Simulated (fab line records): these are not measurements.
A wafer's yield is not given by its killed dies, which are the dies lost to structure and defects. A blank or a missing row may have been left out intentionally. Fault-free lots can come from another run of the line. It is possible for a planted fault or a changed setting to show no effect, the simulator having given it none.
A struck lot beside a sound one | flow nand-harc | 40 steps out of a route of 1302
Sound: wafers L693.1, L693.4, L693.5. Struck: wafers L706.2, L706.6. (L706.5 of the same lot was not struck and is left out.) The cause comes at the end.
Each step with rows lists, per side, the tool, then ch with its chambers, then its first start. Under that, the readings that differ: sound wafers | struck wafers | difference of the means | sigmas: that difference in standard deviations of wafers without a fault.
alike: same words and numbers on both sides, and readings whose means sit less than 2 such deviations apart. not compared: any withheld reading, any reading some wafer has no value for, any bound like >300 that may hide the same value, and any number with overlapping values for which the record gives no deviation.
The two part at a step that has a row with sigmas, a row that says differs or no value, or rows on one side only. When numbers do not overlap yet have no deviation, they are printed without sigmas and do not part them. A reading missing from all wafers of one side parts the sides only when that side holds two or more wafers.

NHARC_A_BLC_OVL_MEAS_11:
  sound on overlay-01 at day 23 10:16; struck on overlay-02 at day 28 17:15
  alike: overlay-x-nm, overlay-y-nm
NHARC_A_BLC_INSPECT_12:
  sound on defect-inspect-02 at day 23 10:18; struck on defect-inspect-02 at day 28 17:17
  alike: raw-defect-count
NHARC_A_BLC_DESCUM_15: chemistry O2, time 3 s.
  sound on rie-diel-09 ch 0,1,3, day 23 10:23; struck on rie-diel-02 ch 0,2, day 28 17:23
  reading                        | sound             | struck      | difference | sigmas
  chamber-pressure-mTorr (mTorr) | 59.94 59.96 59.96 | 60.07 60.05 | +0.11      | +2
  alike: drypump-motor-current-A, oes-product-au, rf-vpp-V, showerhead-plenum-p-Torr, throttle-valve-pct
  not compared: rf-hours-counter-h
NHARC_A_BLC_ETCH_16: etches the open film in CF4, target depth 39 nm, time 65 s.
  sound on rie-diel-09 ch 0,1,2, day 23 10:28; struck on rie-diel-02 ch 2, day 28 17:26
  reading                     | sound             | struck      | difference | sigmas
  drypump-motor-current-A (A) | 5.9 5.4 5.9       | 5.1 5.0     | -0.7       | -2
  rf-vpp-V (V)                | 152.0 150.0 153.1 | 149.3 148.8 | -2.6       | -2
  alike: chamber-pressure-mTorr, oes-product-au, showerhead-plenum-p-Torr, throttle-valve-pct
  not compared: rf-hours-counter-h
then, 2 steps without rows for these wafers: NHARC_A_BLC_ETCH_17 (etches the open film in N2/H2, target depth 390 nm, time 609.38 s); NHARC_A_BLC_ETCH_18 (etches the open film in C4F8/O2/Ar, target depth 910 nm).
NHARC_A_BLC_CD_MEAS_19:
  sound on cd-sem-01 at day 23 11:19; struck on cd-sem-03 at day 28 18:19
  alike: cd-nm
NHARC_A_BLC_STRIP_29: strips in CF4.
  sound on rie-diel-02 ch 0,2,3, day 23 11:25; struck on rie-diel-09 ch 1,2, day 28 18:26
  reading                | sound                | struck        | difference | sigmas
  throttle-valve-pct (%) | 13.297 13.300 13.298 | 13.285 13.275 | -0.018     | -2
  alike: chamber-pressure-mTorr, drypump-motor-current-A, oes-product-au, rf-vpp-V, showerhead-plenum-p-Torr
  not compared: rf-hours-counter-h
NHARC_A_BLC_STRIP_21: strips in O2.
  sound on rie-diel-02 ch 2,3, day 23 11:34; struck on rie-diel-09 ch 1, day 28 18:30
  reading               | sound             | struck      | difference | sigmas
  oes-product-au (a.u.) | 0.994 1.006 0.993 | 1.016 1.022 | +0.021     | +3
  alike: chamber-pressure-mTorr, drypump-motor-current-A, rf-vpp-V, showerhead-plenum-p-Torr, throttle-valve-pct
  not compared: rf-hours-counter-h
then, 3 steps without rows for these wafers: NHARC_A_BLC_STRIP_22 (strips in post etch residue remover, time 600 s); NHARC_A_BLC_DEGAS_30 (time 60 s); NHARC_A_BLC_PRE_CLEAN_31 (time 15 s).
NHARC_A_BLC_PVD_32: deposits Ti, target thk 5 nm, time 17.7 s.
  sound on pvd-sputter-02 at day 23 12:09; struck on pvd-sputter-02 at day 28 19:03
  alike: throttle-valve-pct
then, 14 steps without rows for these wafers: NHARC_A_BLC_ALD_23 (deposits TiN, target thk 3 nm, pulse time 1 s, ald cycles 150); NHARC_A_BLC_CVD_24 (deposits W, target thk 150 nm, time 434 s); NHARC_A_BLC_CMP_25 (polishes, t overpolish 30 s, target thk 150 nm); NHARC_A_BLC_SRD_27; NHARC_A_M0_DEP_00 (deposits SiOC, target thk 150 nm); NHARC_A_M0_DEHYDRATE_01 (time 120 s); NHARC_A_M0_HMDS_02 (time 30 s); NHARC_A_M0_COAT_33 (time 65 s); NHARC_A_M0_COAT_03 (resist thk 90 nm); NHARC_A_M0_SOFTBAKE_04 (time 55 s); NHARC_A_M0_EBR_05; NHARC_A_M0_EXPOSE_06 (exposes mask A M0, target cd 80 nm); NHARC_A_M0_PEB_07 (peb time 65 s); NHARC_A_M0_DEVELOP_08 (develop time 35 s).
NHARC_A_M0_CD_MEAS_09: target cd 80 nm.
  sound on cd-sem-01 ch 0, day 23 14:21; struck on cd-sem-03 ch 0, day 28 21:04
  alike: cd-nm
NHARC_A_M0_OVL_MEAS_10: pitch 160 nm.
  sound on overlay-02 at day 23 14:26; struck on overlay-01 at day 28 21:09
  alike: overlay-x-nm, overlay-y-nm
then, 3 steps without rows for these wafers: NHARC_A_M0_DESCUM_14 (chemistry O2, time 3 s); NHARC_A_M0_ETCH_34 (etches the open film in N2/H2, target depth 40 nm, overetch 12 nm, time 43.94 s); NHARC_A_M0_ETCH_15 (etches the open film in C4F8/Ar, target depth 150 nm, overetch 15 nm, time 82.5 s).
NHARC_A_M0_CD_MEAS_16:
  sound on cd-sem-01 at day 23 14:50; struck on cd-sem-03 at day 28 21:33
  alike: cd-nm
then, 5 steps without rows for these wafers: NHARC_A_M0_STRIP_18 (strips in N2/H2); NHARC_A_M0_STRIP_19 (strips in post etch residue remover, time 600 s); NHARC_A_M0_DEGAS_28 (time 60 s); NHARC_A_M0_PRE_CLEAN_29 (time 30 s); NHARC_A_M0_PVD_20 (deposits TaN, target thk 5 nm, time 8.06 s).
NHARC_A_M0_PVD_21: deposits Cu, target thk 30 nm, time 20.49 s.
  sound on pvd-sputter-02; struck on pvd-sputter-02
  alike: throttle-valve-pct
NHARC_END_SORT_01:
  at this point the record logs the struck wafers (prober-02 ch 0, day 30 17:11) and has no rows for the sound ones

== WHERE THEY PART ==
At NHARC_A_BLC_DESCUM_15 first; at NHARC_END_SORT_01 last (within this record only).

WHY: what the simulator had put in
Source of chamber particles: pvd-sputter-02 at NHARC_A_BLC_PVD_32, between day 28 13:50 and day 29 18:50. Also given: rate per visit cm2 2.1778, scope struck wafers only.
